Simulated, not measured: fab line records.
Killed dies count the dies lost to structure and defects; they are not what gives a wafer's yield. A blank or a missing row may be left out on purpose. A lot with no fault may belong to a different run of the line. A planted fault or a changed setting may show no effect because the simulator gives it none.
fab line records | flow n5Finfet
record: lots: 10 | wafers: 30 | lastDay: 17
route steps=1938 shown BEOL_M15@1784 PASS1_CAP@1873 TV_OPEN@1888 PASSIVATION@1925
lots that met no fault: taken from a fault-free run of the same line
startH: hours from the record's first day to the start of the lot's first wafer shown | waitH: hours since the lot's step before | " repeats the value in the row above | L1.1+2: a row that stands for several wafers | - no value, or no start was given | * or withheld: withheld | < > ~ a bound
route shown NAME@n: NAME is a module with steps in the file, n the number in the route of the first one | usual: mean and standard deviation over wafers with no fault | same: alike in all rows | chamber/n: place in a boat | sites: readings site by site | _std_site: the standard deviation of these | _edge_site: inner sites' mean taken away from outer sites' mean | radiusMm: how far each site lies from the wafer's centre | mask NAME#n: copy n | behind: the last tool/chamber to shape the wafer | hold: why the lot was held/for how many hours/how that ended | device: the transistor (n, p or np) that didn't switch | end of line: the route-end tests of the same wafers | step lacking rows: just its recipe | killed: count of dies lost to structure and defects at first sort (not the wafer's yield) | map: a wafer's dies, x killed, . not, _ none there
set.NAME: the setting that was run; set.NAME@STEP: the one run at that earlier step | model.NAME: the simulator's own value behind a step, which no gauge read
steps of the route over a sample of lots; a table a step, a row a wafer
services: a tool's chamber out of use, with start hour (startH, from the record's first day; less than 0 if before it), hours out, and reason
== steps ==
step: N5_BEOL_M15_OVL_MEAS_11
recipe: pointsPerWafer: 44
usual: V14_OVL: -3/4.8
lot.wafer | tool       | chamber | startH | waitH | V14_OVL[nm]
L469.1    | overlay-02 | 0       | 269.22 | 0.0   | -7
L469.2    | "          | 0       | "      | "     | 6
L469.4    | "          | 0       | "      | "     | 5
L472.1    | overlay-01 | 0       | 269.60 | 0.0   | 3
L472.2    | "          | 0       | "      | "     | -6
L472.3    | "          | 0       | "      | "     | 0
L473.1    | overlay-02 | 0       | 276.02 | 0.0   | -5
L473.2    | "          | 0       | "      | "     | -7
L473.3    | "          | 0       | "      | "     | -4
L475.1    | overlay-02 | 0       | 289.91 | 0.0   | 0
L475.2    | "          | 0       | "      | "     | 5
L475.6    | "          | 0       | "      | "     | 2
L481.3    | overlay-02 | 0       | 324.40 | 0.0   | -1
L481.5    | "          | 0       | "      | "     | -3
L481.6    | "          | 0       | "      | "     | -12
L485.1    | overlay-02 | 0       | 356.87 | 0.0   | -3
L485.5    | "          | 0       | "      | "     | -4
L485.6    | "          | 0       | "      | "     | -3
L486.1    | overlay-02 | 0       | 361.43 | 0.0   | 3
L486.2    | "          | 0       | "      | "     | 0
L486.3    | "          | 0       | "      | "     | 9
L490.2    | overlay-02 | 0       | 379.47 | 0.0   | -4
L490.4    | "          | 0       | "      | "     | -11
L490.6    | "          | 0       | "      | "     | -8
L489.1    | overlay-01 | 0       | 392.11 | 0.0   | -5
L489.4    | "          | 0       | "      | "     | -5
L489.6    | "          | 0       | "      | "     | -6
L491.3    | overlay-01 | 0       | 392.84 | 0.0   | -3
L491.4    | "          | 0       | "      | "     | -8
L491.5    | "          | 0       | "      | "     | -3
step: N5_BEOL_M15_ETCH_59
recipe: chemistry: N2/H2 | target: BARC | targetDepthA: 890 | overetchA: 267 | timeS: 67.9 | ionEnergyEv: 200 | pressureMtorr: 30 | sourceW: 840 | biasW: 150 | n2FlowSccm: 200 | h2FlowSccm: 200
usual: drypumpMotorCurrentA: 5.6/0.48 | oesProductAu: 0.69/0.077 | rfVppV: 524.1/2.4 | showerheadPlenumPTorr: 2.55/0.079 | throttleValvePct: 17.81/0.21
lot.wafer | tool       | chamber | startH | waitH | drypumpMotorCurrentA | oesProductAu | rfHoursCounterH | rfVppV | showerheadPlenumPTorr | throttleValvePct
L469.1    | rieDiel-03 | 2       | 269.40 | 0.0   | 4.8                  | 0.76         | 31              | 525.3  | 2.59                  | 17.76
L469.2    | "          | 1       | "      | "     | 5.4                  | 0.66         | 134             | 523.1  | 2.54                  | 17.69
L469.4    | "          | 3       | "      | "     | 5.4                  | 0.59         | 226             | 522.5  | 2.51                  | 17.90
L472.1    | rieDiel-03 | 0       | 270.75 | 0.0   | 5.6                  | 0.66         | 128             | 523.3  | 2.56                  | 17.88
L472.2    | "          | 2       | "      | "     | 4.8                  | 0.77         | 32              | 525.3  | 2.59                  | 17.76
L472.3    | "          | 3       | "      | "     | 5.3                  | 0.59         | 226             | 524.0  | 2.51                  | 17.90
L473.1    | rieDiel-02 | 1       | 276.12 | 0.0   | 5.4                  | 0.72         | 55              | 525.6  | 2.58                  | 17.63
L473.2    | "          | 0       | "      | "     | 5.9                  | 0.75         | 51              | 528.5  | 2.68                  | 17.25
L473.3    | "          | 2       | "      | "     | 5.2                  | 0.64         | 182             | 523.1  | 2.53                  | 18.10
L475.1    | rieDiel-05 | 3       | 290.00 | 0.0   | 5.5                  | 0.61         | 206             | 520.0  | 2.42                  | 18.07
L475.2    | "          | 1       | "      | "     | 5.0                  | 0.60         | 242             | 525.8  | 2.61                  | 17.87
L475.6    | "          | 0       | "      | "     | 6.5                  | 0.81         | -               | 522.8  | 2.49                  | 17.84
L481.3    | rieDiel-05 | 0       | 324.49 | 0.0   | 6.5                  | 0.78         | 27              | 522.8  | 2.49                  | 17.86
L481.5    | "          | 2       | "      | "     | 6.4                  | 0.79         | -               | 527.1  | 2.71                  | 17.82
L481.6    | "          | 0       | "      | "     | 6.4                  | 0.78         | -               | 521.9  | 2.49                  | 17.87
L485.1    | rieDiel-03 | 2       | 357.44 | 0.0   | 4.8                  | 0.73         | 62              | 524.5  | 2.58                  | 17.80
L485.5    | "          | 2       | "      | "     | 4.8                  | 0.72         | -               | 525.3  | 2.58                  | 17.82
L485.6    | "          | 0       | "      | "     | 5.6                  | 0.65         | -               | 524.5  | 2.54                  | 17.92
L486.1    | rieDiel-05 | 0       | 361.60 | 0.0   | 6.4                  | 0.76         | 38              | 522.6  | 2.48                  | 17.89
L486.2    | "          | 1       | "      | "     | 5.1                  | 0.84         | 8               | 525.0  | 2.60                  | 17.49
L486.3    | "          | 3       | "      | "     | 5.5                  | 0.60         | 231             | 519.7  | 2.41                  | 18.12
L490.2    | rieDiel-03 | 3       | 379.57 | 0.0   | 5.4                  | 0.81         | 5               | 524.2  | 2.49                  | 17.52
L490.4    | "          | 2       | "      | "     | 4.8                  | 0.71         | 70              | 524.3  | 2.58                  | 17.83
L490.6    | "          | 1       | "      | "     | 5.4                  | 0.64         | -               | 522.1  | 2.53                  | 17.75
L489.1    | rieDiel-03 | 0       | 392.20 | 0.0   | 5.6                  | 0.64         | 166             | 524.5  | 2.54                  | 17.95
L489.4    | "          | 2       | "      | "     | 4.8                  | 0.71         | 74              | 524.3  | 2.58                  | 17.83
L489.6    | "          | 3       | "      | "     | 5.4                  | 0.80         | -               | 522.1  | 2.49                  | 17.54
L491.3    | rieDiel-05 | 2       | 392.96 | 0.0   | 6.4                  | 0.75         | 30              | 528.2  | 2.71                  | 17.87
L491.4    | "          | 3       | "      | "     | 5.5                  | 0.60         | 241             | 518.4  | 2.41                  | 18.14
L491.5    | "          | 2       | "      | "     | 6.3                  | 0.76         | -               | 527.3  | 2.71                  | 17.87
step: N5_PASSIVATION_PECVD_55
recipe: material: SiO2 | targetThkA: 4000 | tempC: 400 | precursor: SiH4/N2O | pressureTorr: 2.7 | rfW: 608 | timeS: 22.5
usual: heaterPowerW: 685/120 | showerheadPlenumPTorr: 8.19/0.078 | susceptorTempC: 399.95/0.24 | throttleValvePct: 51/3.1
lot.wafer | tool     | chamber | startH | waitH | heaterPowerW | showerheadPlenumPTorr | susceptorTempC | throttleValvePct
L469.1    | pecvd-02 | 2       | 280.99 | 0.0   | 874          | 8.06                  | 399.85         | 46
L469.2    | "        | 1       | "      | "     | 646          | 8.19                  | 400.14         | 55
L469.4    | "        | 2       | "      | "     | 872          | 8.08                  | 399.73         | 46
L472.1    | pecvd-01 | 0       | 282.39 | 0.0   | 545          | 8.24                  | 399.65         | 50
L472.2    | "        | 2       | "      | "     | 727          | 8.26                  | 399.96         | 50
L472.3    | "        | 1       | "      | "     | 668          | 8.24                  | 399.34         | 51
L473.1    | pecvd-01 | 0       | 286.69 | 0.0   | 574          | 8.25                  | 400.01         | 50
L473.2    | "        | 2       | "      | "     | 669          | 8.29                  | 400.25         | 50
L473.3    | "        | 1       | "      | "     | 573          | 8.28                  | 400.20         | 52
L475.1    | pecvd-02 | 1       | 302.29 | 0.0   | 678          | 8.20                  | 400.14         | 55
L475.2    | "        | 2       | "      | "     | 911          | 8.07                  | 399.91         | 46
L475.6    | "        | 1       | "      | "     | 692          | 8.20                  | 399.93         | 55
L481.3    | pecvd-01 | 1       | 335.78 | 0.0   | 596          | 8.26                  | 400.24         | 51
L481.5    | "        | 1       | "      | "     | 624          | 8.29                  | 400.18         | 52
L481.6    | "        | 2       | "      | "     | 655          | 8.27                  | 400.10         | 50
L485.1    | pecvd-04 | 2       | 370.55 | 0.0   | 555          | 8.12                  | 399.85         | 49
L485.5    | "        | 2       | "      | "     | 565          | 8.14                  | 399.80         | 49
L485.6    | "        | 1       | "      | "     | 871          | 8.21                  | 400.36         | 54
L486.1    | pecvd-02 | 0       | 374.98 | 0.0   | 545          | 8.10                  | 399.65         | 55
L486.2    | "        | 2       | "      | "     | 788          | 8.06                  | 400.15         | 47
L486.3    | "        | 1       | "      | "     | 732          | 8.21                  | 400.20         | 55
L490.2    | pecvd-02 | 2       | 391.87 | 0.0   | 782          | 8.07                  | 400.35         | 47
L490.4    | "        | 2       | "      | "     | 824          | 8.05                  | 400.21         | 47
L490.6    | "        | 1       | "      | "     | 701          | 8.21                  | 400.02         | 56
L491.3    | pecvd-02 | 1       | 404.85 | 0.0   | 712          | 8.21                  | 399.89         | 55
L491.4    | "        | 0       | "      | "     | 524          | 8.09                  | 399.85         | 55
L491.5    | "        | 1       | "      | "     | 719          | 8.19                  | 400.01         | 55
L489.1    | pecvd-04 | 1       | 404.98 | 0.0   | 788          | 8.22                  | 399.92         | 53
L489.4    | "        | 1       | "      | "     | 826          | 8.21                  | 399.92         | 54
L489.6    | "        | 2       | "      | "     | 544          | 8.15                  | 400.13         | 50
step: N5_PASSIVATION_VIA_ETCH_13
recipe: chemistry: CHF3/O2 | target: SiO2 | targetDepthA: 6600 | CHF3_flow_sccm: 50 | O2_flow_sccm: 5 | Ar_flow_sccm: 200 | timeS: 330 | maskMaterial: PR | pressureMtorr: 30 | sourceW: 650 | biasW: 170 | ionEnergyEv: 200 | ends: cleared
usual: CHF3_flow_sccm: 49.99/0.17 | O2_flow_sccm: 5.002/0.016 | drypumpMotorCurrentA: 5.6/0.52 | etchRfOnTimeS: 235/4.3 | oesProductAu: 0.74/0.096 | rfVppV: 521/9.2 | showerheadPlenumPTorr: 2.41/0.076 | throttleValvePct: 18.86/0.19
lot.wafer | tool       | chamber | startH | waitH | CHF3_flow_sccm | O2_flow_sccm | drypumpMotorCurrentA | etchRfOnTimeS | oesProductAu | rfHoursCounterH | rfVppV | showerheadPlenumPTorr | throttleValvePct
L469.1    | rieDiel-05 | 3       | 281.88 | 0.1   | 49.81          | 4.977        | 5.5                  | 232           | 0.66         | 202             | 511    | 2.30                  | 19.09
L469.2    | "          | 0       | "      | "     | 49.99          | 5.018        | 6.4                  | 374           | 0.90         | 11              | 526    | 2.37                  | 18.90
L469.4    | "          | 0       | "      | "     | 50.13          | 4.998        | 6.4                  | 380           | 0.90         | -               | 525    | 2.37                  | 18.89
L472.1    | rieDiel-05 | 3       | 283.85 | 0.1   | 50.19          | 4.979        | 5.5                  | 236           | 0.65         | 203             | 510    | 2.30                  | 19.11
L472.2    | "          | 0       | "      | "     | 49.84          | 4.991        | 6.4                  | 232           | 0.85         | 12              | 525    | 2.37                  | 18.92
L472.3    | "          | 0       | "      | "     | 49.76          | 5.006        | 6.4                  | 235           | 0.85         | -               | 524    | 2.37                  | 18.92
L473.1    | rieDiel-03 | 1       | 289.43 | 0.0   | 49.97          | 4.995        | 5.4                  | 233           | 0.70         | 142             | 520    | 2.42                  | 18.83
L473.2    | "          | 3       | "      | "     | 49.95          | 5.008        | 5.3                  | 238           | 0.61         | 234             | 522    | 2.39                  | 19.00
L473.3    | "          | 2       | "      | "     | 49.85          | 4.965        | 4.8                  | 229           | 0.80         | 39              | 516    | 2.46                  | 18.85
L475.1    | rieDiel-05 | 1       | 305.87 | 0.0   | 49.76          | 5.013        | 5.1                  | 239           | 0.62         | 247             | 519    | 2.46                  | 18.83
L475.2    | "          | 3       | "      | "     | 50.06          | 5.004        | 5.5                  | 378           | 0.67         | 211             | 510    | 2.30                  | 19.11
L475.6    | "          | 3       | "      | "     | 50.07          | 5.011        | 5.5                  | 237           | 0.65         | -               | 511    | 2.30                  | 19.12
L481.3    | rieDiel-05 | 0       | 336.54 | 0.0   | 49.93          | 4.982        | 6.5                  | 229           | 0.82         | 31              | 524    | 2.36                  | 18.93
L481.5    | "          | 3       | "      | "     | 50.14          | 5.021        | 5.5                  | 235           | 0.64         | -               | 510    | 2.30                  | 19.11
L481.6    | "          | 2       | "      | "     | 50.15          | 4.994        | 6.4                  | 230           | 0.84         | -               | 541    | 2.56                  | 18.81
L485.1    | rieDiel-03 | 2       | 371.82 | 0.0   | 49.89          | 4.996        | 4.8                  | 231           | 0.76         | 68              | 515    | 2.45                  | 18.87
L485.5    | "          | 3       | "      | "     | 50.20          | 4.970        | 5.3                  | 232           | 0.88         | -               | 521    | 2.38                  | 18.64
L485.6    | "          | 2       | "      | "     | 50.15          | 4.998        | 4.8                  | 233           | 0.76         | -               | 516    | 2.45                  | 18.88
L486.1    | rieDiel-02 | 2       | 375.70 | 0.0   | 50.32          | 5.029        | 5.2                  | 232           | 0.66         | 213             | 510    | 2.38                  | 19.03
L486.2    | "          | 3       | "      | "     | 50.19          | 4.993        | 5.8                  | 238           | 0.63         | 222             | 534    | 2.48                  | 19.00
L486.3    | "          | 1       | "      | "     | 49.74          | 5.009        | 5.4                  | 231           | 0.73         | 81              | 532    | 2.43                  | 18.62
L490.2    | rieDiel-03 | 0       | 394.40 | 0.0   | 49.91          | 5.010        | 5.6                  | 240           | 0.67         | 166             | 513    | 2.39                  | 18.82
L490.4    | "          | 2       | "      | "     | 49.66          | 5.011        | 4.9                  | 236           | 0.76         | 75              | 515    | 2.45                  | 18.89
L490.6    | "          | 0       | "      | "     | 49.86          | 5.014        | 5.6                  | 241           | 0.67         | -               | 514    | 2.39                  | 18.82
L491.3    | rieDiel-03 | 2       | 406.83 | 0.0   | 49.78          | 4.973        | 4.8                  | 237           | 0.75         | 79              | 514    | 2.44                  | 18.90
L491.4    | "          | 0       | "      | "     | 49.91          | 5.014        | 5.5                  | 240           | 0.67         | 171             | 515    | 2.39                  | 18.83
L491.5    | "          | 3       | "      | "     | 50.01          | 5.017        | 5.4                  | 236           | 0.84         | -               | 521    | 2.37                  | 18.65
L489.1    | rieDiel-05 | 3       | 407.27 | 0.0   | 49.99          | 5.000        | 5.5                  | 234           | 0.62         | 245             | 511    | 2.29                  | 19.18
L489.4    | "          | 2       | "      | "     | 50.27          | 4.996        | 6.4                  | 232           | 0.79         | 35              | 541    | 2.55                  | 18.84
L489.6    | "          | 0       | "      | "     | 50.07          | 4.992        | 6.4                  | 233           | 0.79         | -               | 523    | 2.35                  | 18.98
step: N5_PASSIVATION_CD_MEAS_44
recipe: targetCdNm: 40000 | landingEnergyEv: 500 | detector: seInlens
usual: cdNm: 40000/2.6
lot.wafer | tool     | chamber | startH | waitH | cdNm
L469.1    | cdSem-03 | 0       | 286.18 | -     | 40001
L469.2    | "        | 0       | "      | "     | 40004
L469.4    | "        | 0       | "      | "     | 39999
L472.1    | cdSem-01 | 0       | 286.96 | -     | 40000
L472.2    | "        | 0       | "      | "     | 39998
L472.3    | "        | 0       | "      | "     | 39997
L473.1    | cdSem-01 | 0       | 293.13 | -     | 39999
L473.2    | "        | 0       | "      | "     | 40000
L473.3    | "        | 0       | "      | "     | 40000
L475.1    | cdSem-02 | 0       | 310.42 | -     | 40001
L475.2    | "        | 0       | "      | "     | 40007
L475.6    | "        | 0       | "      | "     | 40003
L481.3    | cdSem-02 | 0       | 339.60 | -     | 39998
L481.5    | "        | 0       | "      | "     | 40003
L481.6    | "        | 0       | "      | "     | 39998
L485.1    | cdSem-01 | 0       | 376.17 | -     | 39997
L485.5    | "        | 0       | "      | "     | 39997
L485.6    | "        | 0       | "      | "     | 39998
L486.1    | cdSem-03 | 0       | 379.60 | -     | 40000
L486.2    | "        | 0       | "      | "     | 39997
L486.3    | "        | 0       | "      | "     | 40000
L490.2    | cdSem-02 | 0       | 397.53 | -     | 40003
L490.4    | "        | 0       | "      | "     | 39997
L490.6    | "        | 0       | "      | "     | 40000
L491.3    | cdSem-03 | 0       | 410.33 | -     | 40002
L491.4    | "        | 0       | "      | "     | 40002
L491.5    | "        | 0       | "      | "     | 40003
L489.1    | cdSem-03 | 0       | 410.87 | -     | 39998
L489.4    | "        | 0       | "      | "     | 40000
L489.6    | "        | 0       | "      | "     | 40001
== services ==
tool       | chamber | startH | hours | kind
pecvd-02   | 2       | 252.90 | 2.1   | scheduledDown
rieDiel-05 | -       | 253.86 | 0.2   | repair
pecvd-02   | 0       | 261.04 | 21.4  | repair
rieDiel-05 | 2       | 270.57 | -     | clean
rieDiel-05 | 2       | 270.57 | -     | consumableReplace:focusRing
rieDiel-05 | 2       | 270.57 | -     | consumableReplace:showerhead
rieDiel-05 | 2       | 270.57 | 31.4  | scheduledDown
rieDiel-05 | 2       | 270.57 | 31.4  | ventCycle
rieDiel-02 | 3       | 290.29 | 7.6   | repair
rieDiel-02 | 1       | 297.44 | 11.5  | repair
rieDiel-03 | 0       | 312.23 | 12.7  | repair
rieDiel-05 | 1       | 313.46 | -     | clean
rieDiel-05 | 1       | 313.46 | -     | consumableReplace:focusRing
rieDiel-05 | 1       | 313.46 | 15.3  | scheduledDown
rieDiel-05 | 1       | 313.46 | 15.3  | ventCycle
pecvd-02   | -       | 323.95 | 1.9   | repair
pecvd-04   | -       | 335.87 | 1.0   | repair
rieDiel-03 | 3       | 348.85 | -     | clean
rieDiel-03 | 3       | 348.85 | -     | consumableReplace:focusRing
rieDiel-03 | 3       | 348.85 | 13.8  | scheduledDown
rieDiel-03 | 3       | 348.85 | 13.8  | ventCycle
pecvd-04   | -       | 360.30 | 2.8   | pm
rieDiel-05 | 1       | 367.43 | 4.6   | repair
pecvd-01   | -       | 369.92 | 28.1  | pm
== key ==
firstSign: step: N5_PASSIVATION_VIA_ETCH_13 | reading: etchRfOnTimeS | direction: up | sigmas: 33 | usual: * | struck: *
effect none on later readings
metAt N5_PASSIVATION_PECVD_55
struckLots L469,L475
struckWafers L469.2,L469.4,L475.2
notActingAt N5_BEOL_M15_OVL_MEAS_11,N5_BEOL_M15_ETCH_59,N5_PASSIVATION_CD_MEAS_44
fault: kind: processParameterDrift | tool: pecvd-02 | chamber: - | onsetH: 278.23 | steps: N5_PASSIVATION_PECVD_55 | channel: timeS | offset: * | shape: step | endH: 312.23 | scope: struckWafersOnly | actsIn: * | stated: *
